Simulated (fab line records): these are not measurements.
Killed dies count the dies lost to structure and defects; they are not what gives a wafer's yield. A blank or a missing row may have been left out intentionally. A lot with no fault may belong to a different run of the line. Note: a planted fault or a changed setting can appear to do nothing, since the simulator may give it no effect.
fab line records || flow nand_harc
record: {"lots": 5, "wafers": 15, "last_day": 33}
route steps=1302 shown P_ZERO_WELL@29 END@1302
lots with no fault: from the same line, run without faults
start_h: start of the lot's first displayed wafer, in hours after the record's first day || wait_h: hours from the lot's prior step to this one || " identical to the entry in the row above || L1.1+2: one row covering several wafers at once || - no value, or no start given || * or withheld: withheld || < > ~ a bound
route shown NAME@n: a module of which the file shows steps, and the number in the route of the first || usual: mean/standard deviation taken from wafers without a fault || same: alike in all rows || chamber/n: place in a boat || sites: each site's reading || _std_site: how widely they spread, as a standard deviation || _edge_site: outer sites' mean less inner sites' || radius_mm: for every site, how far away it sits from the centre of the wafer || mask NAME#n: copy n || behind: tool/chamber where the wafer was last shaped || hold: cause of the lot's hold/its duration in hours/its outcome || device: transistor that didn't switch, given as n, p or np || end of line: the route-end tests of the same wafers || step lacking rows: just its recipe || killed: not the wafer's yield, but the dies lost to structure and defects at the first sort || map: shows each die of a wafer: x if killed, . if not, _ if none is there
set.NAME: setting as actually run; set.NAME@STEP: the setting as run at that earlier step || model.NAME: the simulator's own value behind a step, which no gauge read
lots seen at some steps along the route; tables by step, rows by wafer
services: from which hour (start_h, from the record's first day; less than 0 if before it) a tool's chamber was out of use, for how many hours, and why
== steps ==
step: NHARC_P_ZERO_WELL_CD_MEAS_24
recipe: {"target_cd_nm": 720, "landing_energy_ev": 500}
usual: {"cd_nm": "719.6/1.5"}
{"lot.wafer": "L253.1", "tool": "cd_sem-02", "chamber": 0, "start_h": 62.74, "wait_h": "-", "cd_nm": 720.1}
{"lot.wafer": "L253.2", "tool": "cd_sem-02", "chamber": 0, "start_h": 62.74, "wait_h": "-", "cd_nm": 719.2}
{"lot.wafer": "L253.4", "tool": "cd_sem-02", "chamber": 0, "start_h": 62.74, "wait_h": "-", "cd_nm": 719.0}
{"lot.wafer": "L256.1", "tool": "cd_sem-01", "chamber": 0, "start_h": 92.62, "wait_h": "-", "cd_nm": 718.0}
{"lot.wafer": "L256.5", "tool": "cd_sem-01", "chamber": 0, "start_h": 92.62, "wait_h": "-", "cd_nm": 718.5}
{"lot.wafer": "L256.6", "tool": "cd_sem-01", "chamber": 0, "start_h": 92.62, "wait_h": "-", "cd_nm": 719.4}
{"lot.wafer": "L261.2", "tool": "cd_sem-01", "chamber": 0, "start_h": 142.50, "wait_h": "-", "cd_nm": 721.8}
{"lot.wafer": "L261.3", "tool": "cd_sem-01", "chamber": 0, "start_h": 142.50, "wait_h": "-", "cd_nm": 722.5}
{"lot.wafer": "L261.6", "tool": "cd_sem-01", "chamber": 0, "start_h": 142.50, "wait_h": "-", "cd_nm": 722.1}
{"lot.wafer": "L266.3", "tool": "cd_sem-01", "chamber": 0, "start_h": 192.69, "wait_h": "-", "cd_nm": 719.9}
{"lot.wafer": "L266.4", "tool": "cd_sem-01", "chamber": 0, "start_h": 192.69, "wait_h": "-", "cd_nm": 718.9}
{"lot.wafer": "L266.5", "tool": "cd_sem-01", "chamber": 0, "start_h": 192.69, "wait_h": "-", "cd_nm": 718.0}
{"lot.wafer": "L271.1", "tool": "cd_sem-03", "chamber": 0, "start_h": 242.59, "wait_h": "-", "cd_nm": 719.8}
{"lot.wafer": "L271.2", "tool": "cd_sem-03", "chamber": 0, "start_h": 242.59, "wait_h": "-", "cd_nm": 721.9}
{"lot.wafer": "L271.3", "tool": "cd_sem-03", "chamber": 0, "start_h": 242.59, "wait_h": "-", "cd_nm": 720.5}
step: NHARC_P_ZERO_WELL_HARDBAKE_25
recipe: {"temp_c": 125, "time_s": 80}
step: NHARC_P_ZERO_WELL_DESCUM_26
recipe: {"time_s": 3, "o2_flow_sccm": 200, "ar_flow_sccm": 0, "bias_power_w": 0, "chemistry": "O2"}
usual: {"drypump_motor_current_A": "6.0/0.47", "oes_product_au": "1.000/0.0075", "rf_vpp_V": "57.8/0.92", "showerhead_plenum_p_Torr": "1.90/0.088", "throttle_valve_pct": "11.311/0.0095"}
{"lot.wafer": "L253.1", "tool": "rie_diel-04", "chamber": 2, "start_h": 62.91, "wait_h": "-", "drypump_motor_current_A": 6.0, "oes_product_au": 1.000, "rf_hours_counter_h": 13, "rf_vpp_V": 56.9, "showerhead_plenum_p_Torr": 1.85, "throttle_valve_pct": 11.299}
{"lot.wafer": "L253.4", "tool": "rie_diel-04", "chamber": 3, "start_h": 62.91, "wait_h": "-", "drypump_motor_current_A": 5.7, "oes_product_au": 1.003, "rf_hours_counter_h": 16, "rf_vpp_V": 56.1, "showerhead_plenum_p_Torr": 1.83, "throttle_valve_pct": 11.319}
{"lot.wafer": "L253.2", "tool": "rie_diel-04", "chamber": 1, "start_h": 62.91, "wait_h": "-", "drypump_motor_current_A": 6.4, "oes_product_au": 1.010, "rf_hours_counter_h": 11, "rf_vpp_V": 57.8, "showerhead_plenum_p_Torr": 1.94, "throttle_valve_pct": 11.309}
{"lot.wafer": "L256.1", "tool": "rie_diel-04", "chamber": 3, "start_h": 92.82, "wait_h": "-", "drypump_motor_current_A": 5.7, "oes_product_au": 0.990, "rf_hours_counter_h": 27, "rf_vpp_V": 57.0, "showerhead_plenum_p_Torr": 1.83, "throttle_valve_pct": 11.309}
{"lot.wafer": "L256.5", "tool": "rie_diel-04", "chamber": 0, "start_h": 92.82, "wait_h": "-", "drypump_motor_current_A": 5.4, "oes_product_au": 1.003, "rf_hours_counter_h": "-", "rf_vpp_V": 57.4, "showerhead_plenum_p_Torr": 1.90, "throttle_valve_pct": 11.306}
{"lot.wafer": "L256.6", "tool": "rie_diel-04", "chamber": 1, "start_h": 92.82, "wait_h": "-", "drypump_motor_current_A": 6.4, "oes_product_au": 0.990, "rf_hours_counter_h": "-", "rf_vpp_V": 58.3, "showerhead_plenum_p_Torr": 1.94, "throttle_valve_pct": 11.308}
{"lot.wafer": "L261.2", "tool": "rie_diel-03", "chamber": 0, "start_h": 142.67, "wait_h": "-", "drypump_motor_current_A": 6.1, "oes_product_au": 0.993, "rf_hours_counter_h": 9, "rf_vpp_V": 57.0, "showerhead_plenum_p_Torr": 1.78, "throttle_valve_pct": 11.317}
{"lot.wafer": "L261.3", "tool": "rie_diel-03", "chamber": 1, "start_h": 142.67, "wait_h": "-", "drypump_motor_current_A": 5.2, "oes_product_au": 1.008, "rf_hours_counter_h": 7, "rf_vpp_V": 56.7, "showerhead_plenum_p_Torr": 1.78, "throttle_valve_pct": 11.306}
{"lot.wafer": "L261.6", "tool": "rie_diel-03", "chamber": 0, "start_h": 142.67, "wait_h": "-", "drypump_motor_current_A": 6.0, "oes_product_au": 1.001, "rf_hours_counter_h": "-", "rf_vpp_V": 56.5, "showerhead_plenum_p_Torr": 1.78, "throttle_valve_pct": 11.300}
{"lot.wafer": "L266.3", "tool": "rie_diel-03", "chamber": 3, "start_h": 192.85, "wait_h": "-", "drypump_motor_current_A": 6.1, "oes_product_au": 0.998, "rf_hours_counter_h": 25, "rf_vpp_V": 60.1, "showerhead_plenum_p_Torr": 2.00, "throttle_valve_pct": 11.317}
{"lot.wafer": "L266.4", "tool": "rie_diel-03", "chamber": 0, "start_h": 192.85, "wait_h": "-", "drypump_motor_current_A": 6.1, "oes_product_au": 1.006, "rf_hours_counter_h": 24, "rf_vpp_V": 58.0, "showerhead_plenum_p_Torr": 1.77, "throttle_valve_pct": 11.310}
{"lot.wafer": "L266.5", "tool": "rie_diel-03", "chamber": 2, "start_h": 192.85, "wait_h": "-", "drypump_motor_current_A": 6.9, "oes_product_au": 0.999, "rf_hours_counter_h": "-", "rf_vpp_V": 55.9, "showerhead_plenum_p_Torr": 1.98, "throttle_valve_pct": 11.318}
{"lot.wafer": "L271.2", "tool": "rie_diel-04", "chamber": 2, "start_h": 242.75, "wait_h": "-", "drypump_motor_current_A": 6.0, "oes_product_au": 1.002, "rf_hours_counter_h": 15, "rf_vpp_V": 58.1, "showerhead_plenum_p_Torr": 1.83, "throttle_valve_pct": 11.321}
{"lot.wafer": "L271.3", "tool": "rie_diel-04", "chamber": 3, "start_h": 242.75, "wait_h": "-", "drypump_motor_current_A": 5.7, "oes_product_au": 1.006, "rf_hours_counter_h": 16, "rf_vpp_V": 57.0, "showerhead_plenum_p_Torr": 1.82, "throttle_valve_pct": 11.323}
{"lot.wafer": "L271.1", "tool": "rie_diel-04", "chamber": 1, "start_h": 242.75, "wait_h": "-", "drypump_motor_current_A": 6.4, "oes_product_au": 1.011, "rf_hours_counter_h": 17, "rf_vpp_V": 55.7, "showerhead_plenum_p_Torr": 1.92, "throttle_valve_pct": 11.325}
step: NHARC_P_ZERO_WELL_IMPLANT_27
recipe: {"energy_kev": 600, "dose_cm2": 1e+13, "tilt_deg": 7}
step: NHARC_P_ZERO_WELL_IMPLANT_57
recipe: {"energy_kev": 250, "dose_cm2": 4e+12, "tilt_deg": 7}
step: NHARC_P_ZERO_WELL_IMPLANT_58
recipe: {"energy_kev": 100, "dose_cm2": 2e+12, "tilt_deg": 7}
step: NHARC_P_ZERO_WELL_STRIP_28
recipe: {"time_s": 840, "temp_c": 130, "chemistry": "SPM"}
step: NHARC_P_ZERO_WELL_DEHYDRATE_29
recipe: {"temp_c": 150, "time_s": 120}
step: NHARC_P_ZERO_WELL_HMDS_30
recipe: {"time_s": 30}
step: NHARC_P_ZERO_WELL_COAT_31
recipe: {"spin_rpm": "withheld"}
step: NHARC_P_ZERO_WELL_SOFTBAKE_32
recipe: {"temp_c": 122, "time_s": 95}
step: NHARC_P_ZERO_WELL_EBR_33
step: NHARC_P_ZERO_WELL_EXPOSE_34
recipe: {"na": 0.6, "target_cd_nm": 720, "dose_mj": 22.31, "mask_id": "P_PWELL"}
usual: {"stage_vel_mm_s": "499.98/0.28"}
{"lot.wafer": "L253.1", "tool": "krf_scanner-03", "chamber": 0, "start_h": 64.22, "wait_h": "-", "mask": "P_PWELL#0", "stage_vel_mm_s": 500.06}
{"lot.wafer": "L253.2", "tool": "krf_scanner-03", "chamber": 0, "start_h": 64.22, "wait_h": "-", "mask": "P_PWELL#0", "stage_vel_mm_s": 500.09}
{"lot.wafer": "L253.4", "tool": "krf_scanner-03", "chamber": 0, "start_h": 64.22, "wait_h": "-", "mask": "P_PWELL#0", "stage_vel_mm_s": 500.16}
{"lot.wafer": "L256.1", "tool": "krf_scanner-01", "chamber": 0, "start_h": 93.98, "wait_h": "-", "mask": "P_PWELL#0", "stage_vel_mm_s": 500.01}
{"lot.wafer": "L256.5", "tool": "krf_scanner-01", "chamber": 0, "start_h": 93.98, "wait_h": "-", "mask": "P_PWELL#0", "stage_vel_mm_s": 500.17}
{"lot.wafer": "L256.6", "tool": "krf_scanner-01", "chamber": 0, "start_h": 93.98, "wait_h": "-", "mask": "P_PWELL#0", "stage_vel_mm_s": 500.17}
{"lot.wafer": "L261.2", "tool": "krf_scanner-03", "chamber": 0, "start_h": 143.98, "wait_h": "-", "mask": "P_HVPW#0", "stage_vel_mm_s": 499.81}
{"lot.wafer": "L261.3", "tool": "krf_scanner-03", "chamber": 0, "start_h": 143.98, "wait_h": "-", "mask": "P_HVPW#0", "stage_vel_mm_s": 500.08}
{"lot.wafer": "L261.6", "tool": "krf_scanner-03", "chamber": 0, "start_h": 143.98, "wait_h": "-", "mask": "P_HVPW#0", "stage_vel_mm_s": 499.93}
{"lot.wafer": "L266.3", "tool": "krf_scanner-02", "chamber": 0, "start_h": 194.22, "wait_h": "-", "mask": "P_PWELL#0", "stage_vel_mm_s": 500.31}
{"lot.wafer": "L266.4", "tool": "krf_scanner-02", "chamber": 0, "start_h": 194.22, "wait_h": "-", "mask": "P_PWELL#0", "stage_vel_mm_s": 499.60}
{"lot.wafer": "L266.5", "tool": "krf_scanner-02", "chamber": 0, "start_h": 194.22, "wait_h": "-", "mask": "P_PWELL#0", "stage_vel_mm_s": 499.71}
{"lot.wafer": "L271.1", "tool": "krf_scanner-02", "chamber": 0, "start_h": 244.07, "wait_h": "-", "mask": "P_PWELL#0", "stage_vel_mm_s": 500.32}
{"lot.wafer": "L271.2", "tool": "krf_scanner-02", "chamber": 0, "start_h": 244.07, "wait_h": "-", "mask": "P_PWELL#0", "stage_vel_mm_s": 500.08}
{"lot.wafer": "L271.3", "tool": "krf_scanner-02", "chamber": 0, "start_h": 244.07, "wait_h": "-", "mask": "P_PWELL#0", "stage_vel_mm_s": 500.47}
step: NHARC_P_ZERO_WELL_PEB_35
recipe: {"peb_temp_c": 118, "peb_time_s": 85}
step: NHARC_P_ZERO_WELL_DEVELOP_36
recipe: {"time_s": 70}
step: NHARC_P_ZERO_WELL_CD_MEAS_37
recipe: {"target_cd_nm": 720, "landing_energy_ev": 500}
usual: {"cd_nm": "720.5/1.6"}
{"lot.wafer": "L253.1", "tool": "cd_sem-01", "chamber": 0, "start_h": 64.38, "wait_h": "-", "cd_nm": 719.0}
{"lot.wafer": "L253.2", "tool": "cd_sem-01", "chamber": 0, "start_h": 64.38, "wait_h": "-", "cd_nm": 718.3}
{"lot.wafer": "L253.4", "tool": "cd_sem-01", "chamber": 0, "start_h": 64.38, "wait_h": "-", "cd_nm": 720.6}
{"lot.wafer": "L256.1", "tool": "cd_sem-01", "chamber": 0, "start_h": 94.13, "wait_h": "-", "cd_nm": 720.4}
{"lot.wafer": "L256.5", "tool": "cd_sem-01", "chamber": 0, "start_h": 94.13, "wait_h": "-", "cd_nm": 720.3}
{"lot.wafer": "L256.6", "tool": "cd_sem-01", "chamber": 0, "start_h": 94.13, "wait_h": "-", "cd_nm": 719.0}
{"lot.wafer": "L261.2", "tool": "cd_sem-03", "chamber": 0, "start_h": 144.14, "wait_h": "-", "cd_nm": "-"}
{"lot.wafer": "L261.3", "tool": "cd_sem-03", "chamber": 0, "start_h": 144.14, "wait_h": "-", "cd_nm": "-"}
{"lot.wafer": "L261.6", "tool": "cd_sem-03", "chamber": 0, "start_h": 144.14, "wait_h": "-", "cd_nm": "-"}
{"lot.wafer": "L266.3", "tool": "cd_sem-01", "chamber": 0, "start_h": 194.38, "wait_h": "-", "cd_nm": 722.4}
{"lot.wafer": "L266.4", "tool": "cd_sem-01", "chamber": 0, "start_h": 194.38, "wait_h": "-", "cd_nm": 718.9}
{"lot.wafer": "L266.5", "tool": "cd_sem-01", "chamber": 0, "start_h": 194.38, "wait_h": "-", "cd_nm": 720.1}
{"lot.wafer": "L271.1", "tool": "cd_sem-01", "chamber": 0, "start_h": 244.23, "wait_h": "-", "cd_nm": 720.5}
{"lot.wafer": "L271.2", "tool": "cd_sem-01", "chamber": 0, "start_h": 244.23, "wait_h": "-", "cd_nm": 720.5}
{"lot.wafer": "L271.3", "tool": "cd_sem-01", "chamber": 0, "start_h": 244.23, "wait_h": "-", "cd_nm": 721.0}
step: NHARC_P_ZERO_WELL_HARDBAKE_38
recipe: {"temp_c": 125, "time_s": 80}
step: NHARC_END_SORT_01
recipe: {"temp_c": 25}
usual: {"killed_at_array": "63/18", "killed_at_other": "1.1/1.3", "killed_at_periphery": "4.3/2.8", "killed_dies": "68/18", "killed_open": "3.3/2", "killed_short": "2.4/1.6"}
same: {"gross_dies": 677}
{"lot.wafer": "L261.2", "tool": "prober-02", "chamber": 0, "start_h": 737.67, "wait_h": 2.8, "killed_at_array": 51, "killed_at_other": 3, "killed_at_periphery": 623, "killed_dies": 677, "killed_open": 3, "killed_short": 3}
{"lot.wafer": "L261.3", "tool": "prober-02", "chamber": 0, "start_h": 738.48, "wait_h": 3.1, "killed_at_array": 47, "killed_at_other": 1, "killed_at_periphery": 629, "killed_dies": 677, "killed_open": 4, "killed_short": 1}
{"lot.wafer": "L261.6", "tool": "prober-02", "chamber": 0, "start_h": 740.91, "wait_h": 4.1, "killed_at_array": 52, "killed_at_other": 1, "killed_at_periphery": 624, "killed_dies": 677, "killed_open": 4, "killed_short": 2}
killed by level:class
L261.2 P_ZERO_WELL:area_expose=620 A_SLIT:chamber_film_flake=19 A_CONTACT:chamber_film_flake=12 A_CHANNEL_HOLE_D2:chamber_film_flake=8 A_WL_FILL:chamber_film_flake=4 P_M2:chamber_film_flake=2 A_CHANNEL_HOLE_D1:chamber_film_flake=2 THIN_TSV:chamber_film_flake=2
L261.3 P_ZERO_WELL:area_expose=627 A_SLIT:chamber_film_flake=26 A_CHANNEL_HOLE_D2:chamber_film_flake=5 A_CONTACT:chamber_film_flake=4 A_CHANNEL_HOLE_D1:chamber_film_flake=2 A_STAIRCASE:chamber_film_flake=2 A_WL_FILL:chamber_film_flake=2 A_ONON_D1:geometric_particle:short=1
L261.6 P_ZERO_WELL:area_expose=618 A_SLIT:chamber_film_flake=24 A_CONTACT:chamber_film_flake=9 A_CHANNEL_HOLE_D2:chamber_film_flake=7 A_STAIRCASE:chamber_film_flake=4 A_WL_FILL:chamber_film_flake=3 P_M2:chamber_film_flake=2 P_M0:geometric_particle:open=1
map L261.2 (x killed, . not)
____________x____________
_________xxxxxxx_________
_______xxxxxxxxxxx_______
______xxxxxxxxxxxxx______
_____xxxxxxxxxxxxxxx_____
____xxxxxxxxxxxxxxxxx____
____xxxxxxxxxxxxxxxxx____
___xxxxxxxxxxxxxxxxxxx___
___xxxxxxxxxxxxxxxxxxx___
__xxxxxxxxxxxxxxxxxxxxx__
__xxxxxxxxxxxxxxxxxxxxx__
_xxxxxxxxxxxxxxxxxxxxxxx_
_xxxxxxxxxxxxxxxxxxxxxxx_
_xxxxxxxxxxxxxxxxxxxxxxx_
_xxxxxxxxxxxxxxxxxxxxxxx_
_xxxxxxxxxxxxxxxxxxxxxxx_
xxxxxxxxxxxxxxxxxxxxxxxxx
xxxxxxxxxxxxxxxxxxxxxxxxx
xxxxxxxxxxxxxxxxxxxxxxxxx
xxxxxxxxxxxxxxxxxxxxxxxxx
xxxxxxxxxxxxxxxxxxxxxxxxx
_xxxxxxxxxxxxxxxxxxxxxxx_
_xxxxxxxxxxxxxxxxxxxxxxx_
_xxxxxxxxxxxxxxxxxxxxxxx_
_xxxxxxxxxxxxxxxxxxxxxxx_
_xxxxxxxxxxxxxxxxxxxxxxx_
__xxxxxxxxxxxxxxxxxxxxx__
__xxxxxxxxxxxxxxxxxxxxx__
___xxxxxxxxxxxxxxxxxxx___
___xxxxxxxxxxxxxxxxxxx___
____xxxxxxxxxxxxxxxxx____
____xxxxxxxxxxxxxxxxx____
_____xxxxxxxxxxxxxxx_____
______xxxxxxxxxxxxx______
_______xxxxxxxxxxx_______
_________xxxxxxx_________
____________x____________
map L253.1 (x killed, . not)
____________.____________
_________......._________
_______.........x._______
______.............______
_____....x........x._____
____...............xx____
____......x........xx____
___............x.xxxxx___
___...x...........xxxx___
__..............x.xxxx.__
__...........x..xx.xxxx__
_.......x........xxx.xx._
_.....x.........xx.x...._
_...................xx.._
_....x...x........x.x..._
_.............x.....x..._
.........................
.....................x...
..x.x....................
.........................
...x.xx..................
_......................._
_...................x..._
_......................._
_......................._
_......................._
__.....................__
__.....................__
___...................___
___.....x..x..........___
____.................____
____.................____
_____..............._____
______........x....______
_______x.........._______
_________.....x._________
____________.____________
== services ==
{"tool": "rie_diel-03", "chamber": "-", "start_h": 45.44, "hours": 0.2, "kind": "repair"}
{"tool": "krf_scanner-02", "chamber": "-", "start_h": 45.54, "hours": 2.6, "kind": "repair"}
{"tool": "krf_scanner-03", "chamber": "-", "start_h": 52.00, "hours": 4.0, "kind": "pm"}
{"tool": "rie_diel-03", "chamber": "-", "start_h": 55.62, "hours": 0.6, "kind": "repair"}
{"tool": "rie_diel-04", "chamber": 0, "start_h": 59.03, "hours": "-", "kind": "clean"}
{"tool": "rie_diel-04", "chamber": 1, "start_h": 59.03, "hours": "-", "kind": "clean"}
{"tool": "rie_diel-04", "chamber": 2, "start_h": 59.03, "hours": "-", "kind": "clean"}
{"tool": "krf_scanner-03", "chamber": "-", "start_h": 70.43, "hours": 0.5, "kind": "repair"}
{"tool": "krf_scanner-02", "chamber": "-", "start_h": 86.95, "hours": 0.8, "kind": "repair"}
{"tool": "krf_scanner-01", "chamber": "-", "start_h": 90.61, "hours": 1.0, "kind": "repair"}
{"tool": "rie_diel-03", "chamber": 0, "start_h": 93.59, "hours": 3.4, "kind": "repair"}
{"tool": "krf_scanner-02", "chamber": "-", "start_h": 94.00, "hours": 4.0, "kind": "pm"}
{"tool": "rie_diel-03", "chamber": "-", "start_h": 106.33, "hours": 9.0, "kind": "pm"}
{"tool": "krf_scanner-03", "chamber": "-", "start_h": 107.86, "hours": 4.0, "kind": "repair"}
{"tool": "krf_scanner-01", "chamber": "-", "start_h": 114.51, "hours": 0.7, "kind": "repair"}
{"tool": "krf_scanner-01", "chamber": "-", "start_h": 119.17, "hours": 0.4, "kind": "repair"}
{"tool": "krf_scanner-01", "chamber": "-", "start_h": 129.02, "hours": 3.1, "kind": "repair"}
{"tool": "krf_scanner-02", "chamber": "-", "start_h": 134.52, "hours": 1.6, "kind": "repair"}
{"tool": "krf_scanner-01", "chamber": "-", "start_h": 140.00, "hours": 4.0, "kind": "pm"}
{"tool": "rie_diel-03", "chamber": 0, "start_h": 143.23, "hours": 1.2, "kind": "repair"}
{"tool": "rie_diel-04", "chamber": "-", "start_h": 178.03, "hours": 9.0, "kind": "pm"}
{"tool": "krf_scanner-02", "chamber": "-", "start_h": 198.93, "hours": 1.2, "kind": "repair"}
{"tool": "krf_scanner-03", "chamber": "-", "start_h": 205.00, "hours": 2.3, "kind": "repair"}
{"tool": "krf_scanner-03", "chamber": "-", "start_h": 224.00, "hours": 4.0, "kind": "pm"}
== key ==
first_sign: {"step": "NHARC_P_ZERO_WELL_EXPOSE_34", "reading": "mask", "direction": "changed"}
effect: {"step": "NHARC_P_ZERO_WELL_CD_MEAS_37", "reading": "cd_nm", "direction": "missing"}
effect: {"step": "NHARC_END_SORT_01", "reading": "killed_at_periphery", "direction": "up", "sigmas": "99+", "usual": 4.3, "struck": 625.3}
more_kills_born_at: {"NHARC_P_ZERO_WELL_EXPOSE_34@krf_scanner-03": 1865}
met_at NHARC_P_ZERO_WELL_EXPOSE_34
struck_wafers L261.2,L261.3,L261.6
later_rows_left_out L261.2,L261.3,L261.6
tester_left_out L261
onset_between 64.22 143.98
fault: {"kind": "wrong_mask", "tool": "any", "chamber": "-", "onset_h": 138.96, "steps": "NHARC_P_ZERO_WELL_EXPOSE_34", "aux_copy": "P_HVPW#0", "scope": "struck_lots_only"}
tester_left_out: of these lots the tester's yield and bins aren't shown, on N5 and GAA mostly nor the transistor test; their killed dies are dies lost to structure and defects alone, not to doping, threshold or leakage, so they don't give the yield
later_rows_left_out: the simulator's readings of these wafers behind a module that went badly wrong aren't trusted and aren't shown, but for the sort
